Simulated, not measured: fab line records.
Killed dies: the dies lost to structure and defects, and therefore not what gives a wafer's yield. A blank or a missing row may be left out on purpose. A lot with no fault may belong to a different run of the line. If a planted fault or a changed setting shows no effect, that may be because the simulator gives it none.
Split-lot study :: flow n5 finfet :: 21 wafers read from 7 lots, route of 1938 steps

THE SPLIT
At N5_HKMG_FIN_COAT_43 (resist thk 90 nm), the setting spin rpm was moved away from the recipe's 1500 rpm on 6 of the 21 wafers read, by -8.0% to +9.6%. The other wafers ran this setting at the recipe's value.

Reading taken at the split's own step.

THE READING
CAR-ArF_of_HKMG_FIN_COAT_43.thk nm (the simulator's own value, which no gauge read), in nm, at N5_HKMG_FIN_COAT_43 (resist thk 90 nm). There is no usual value for it anywhere in the file. The 15 wafers here that ran the recipe average 90.2 nm, standard deviation 0.38 nm.

wafer: L078.3
tool, chamber at the split: litho track-03, 0
spin rpm as run, rpm: 1380
against the recipe: -8.0%
CAR-ArF_of_HKMG_FIN_COAT_43.thk nm, nm: 93.6
against lot-mates on the recipe: +3.8

wafer: L078.4
tool, chamber at the split: litho track-03, 0
spin rpm as run, rpm: 1380
against the recipe: -8.0%
CAR-ArF_of_HKMG_FIN_COAT_43.thk nm, nm: 93.8
against lot-mates on the recipe: +4.0

wafer: L078.6
tool, chamber at the split: litho track-03, 0
spin rpm as run, rpm: 1500
against the recipe: recipe
CAR-ArF_of_HKMG_FIN_COAT_43.thk nm, nm: 89.8
against lot-mates on the recipe: -

wafer: L084.1
tool, chamber at the split: litho track-04, 0
spin rpm as run, rpm: 1500
against the recipe: recipe
CAR-ArF_of_HKMG_FIN_COAT_43.thk nm, nm: 90.6
against lot-mates on the recipe: -

wafer: L084.3
tool, chamber at the split: litho track-04, 0
spin rpm as run, rpm: 1500
against the recipe: recipe
CAR-ArF_of_HKMG_FIN_COAT_43.thk nm, nm: 90.6
against lot-mates on the recipe: -

wafer: L084.5
tool, chamber at the split: litho track-04, 0
spin rpm as run, rpm: 1500
against the recipe: recipe
CAR-ArF_of_HKMG_FIN_COAT_43.thk nm, nm: 90.4
against lot-mates on the recipe: -

wafer: L085.2
tool, chamber at the split: litho track-04, 0
spin rpm as run, rpm: 1500
against the recipe: recipe
CAR-ArF_of_HKMG_FIN_COAT_43.thk nm, nm: 90.2
against lot-mates on the recipe: -

wafer: L085.3
tool, chamber at the split: litho track-04, 0
spin rpm as run, rpm: 1640
against the recipe: +9.3%
CAR-ArF_of_HKMG_FIN_COAT_43.thk nm, nm: 86.2
against lot-mates on the recipe: -4.0

wafer: L085.5
tool, chamber at the split: litho track-04, 0
spin rpm as run, rpm: 1640
against the recipe: +9.3%
CAR-ArF_of_HKMG_FIN_COAT_43.thk nm, nm: 86.2
against lot-mates on the recipe: -4.0

wafer: L087.1
tool, chamber at the split: litho track-04, 0
spin rpm as run, rpm: 1500
against the recipe: recipe
CAR-ArF_of_HKMG_FIN_COAT_43.thk nm, nm: 90
against lot-mates on the recipe: -

wafer: L087.6
tool, chamber at the split: litho track-04, 0
spin rpm as run, rpm: 1500
against the recipe: recipe
CAR-ArF_of_HKMG_FIN_COAT_43.thk nm, nm: 90
against lot-mates on the recipe: -

wafer: L087.2
tool, chamber at the split: litho track-04, 0
spin rpm as run, rpm: 1500
against the recipe: recipe
CAR-ArF_of_HKMG_FIN_COAT_43.thk nm, nm: 89.8
against lot-mates on the recipe: -

wafer: L091.1
tool, chamber at the split: litho track-03, 0
spin rpm as run, rpm: 1500
against the recipe: recipe
CAR-ArF_of_HKMG_FIN_COAT_43.thk nm, nm: 90.6
against lot-mates on the recipe: -

wafer: L091.3
tool, chamber at the split: litho track-03, 0
spin rpm as run, rpm: 1500
against the recipe: recipe
CAR-ArF_of_HKMG_FIN_COAT_43.thk nm, nm: 90.8
against lot-mates on the recipe: -

wafer: L091.5
tool, chamber at the split: litho track-03, 0
spin rpm as run, rpm: 1500
against the recipe: recipe
CAR-ArF_of_HKMG_FIN_COAT_43.thk nm, nm: 90.8
against lot-mates on the recipe: -

wafer: L096.1
tool, chamber at the split: litho track-04, 0
spin rpm as run, rpm: 1500
against the recipe: recipe
CAR-ArF_of_HKMG_FIN_COAT_43.thk nm, nm: 90.2
against lot-mates on the recipe: -

wafer: L096.4
tool, chamber at the split: litho track-04, 0
spin rpm as run, rpm: 1644
against the recipe: +9.6%
CAR-ArF_of_HKMG_FIN_COAT_43.thk nm, nm: 86.6
against lot-mates on the recipe: -3.6

wafer: L096.5
tool, chamber at the split: litho track-04, 0
spin rpm as run, rpm: 1644
against the recipe: +9.6%
CAR-ArF_of_HKMG_FIN_COAT_43.thk nm, nm: 86.4
against lot-mates on the recipe: -3.8

wafer: L097.1
tool, chamber at the split: litho track-04, 0
spin rpm as run, rpm: 1500
against the recipe: recipe
CAR-ArF_of_HKMG_FIN_COAT_43.thk nm, nm: 89.8
against lot-mates on the recipe: -

wafer: L097.2
tool, chamber at the split: litho track-04, 0
spin rpm as run, rpm: 1500
against the recipe: recipe
CAR-ArF_of_HKMG_FIN_COAT_43.thk nm, nm: 89.8
against lot-mates on the recipe: -

wafer: L097.4
tool, chamber at the split: litho track-04, 0
spin rpm as run, rpm: 1500
against the recipe: recipe
CAR-ArF_of_HKMG_FIN_COAT_43.thk nm, nm: 89.8
against lot-mates on the recipe: -

FIT RESULTS
A straight line over all 21 wafers: CAR-ArF_of_HKMG_FIN_COAT_43.thk nm changes by -0.417 nm for each +1% of spin rpm; r = -0.99; the points scatter about the line by 0.35 nm.
The same after taking each lot's own level away (the mean of its wafers on the recipe; 21 wafers): -0.432 nm for each +1%; r = -1.00; scatter 0.2 nm.
That fit puts the effect of the largest move of spin rpm on the reading at 4.1 nm.
The span of the lots' own levels, 89.80 to 90.73 nm, comes to 2.5 times the standard deviation stated above.
The two slopes are in agreement: the lot-to-lot level therefore moves the slope only a little.
Check: -4.17 nm against its lot-mates is what the line predicts for one of the wafers moved furthest among these (+9.6%) when that wafer is left out of the fit. It came out at -3.6 nm against them.

THESE WAFERS: OTHER SPLITS
Note: prior to the reading, these wafers also went through further splits. Each is held against what the fit with the lots' levels taken away leaves over:
other split on the same wafers: N5_FIN_SAQP_PECVD_06 time s
wafers away from the commonest value: 5
r with CAR-ArF_of_HKMG_FIN_COAT_43.thk nm (lot level and that fit taken away): -0.18

other split on the same wafers: N5_SPACER0_ALD_00 ald cycles
wafers away from the commonest value: 9
r with CAR-ArF_of_HKMG_FIN_COAT_43.thk nm (lot level and that fit taken away): +0.03

other split on the same wafers: N5_SD_EPI_N_EPI_21 temp c
wafers away from the commonest value: 7
r with CAR-ArF_of_HKMG_FIN_COAT_43.thk nm (lot level and that fit taken away): +0.19

other split on the same wafers: N5_SDB_ALD_29 ald cycles
wafers away from the commonest value: 10
r with CAR-ArF_of_HKMG_FIN_COAT_43.thk nm (lot level and that fit taken away): +0.00

FILE'S OWN FIT
CAR-ArF_of_HKMG_FIN_COAT_43.thk nm changes by -0.428 nm for each +1% of spin rpm, r = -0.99.
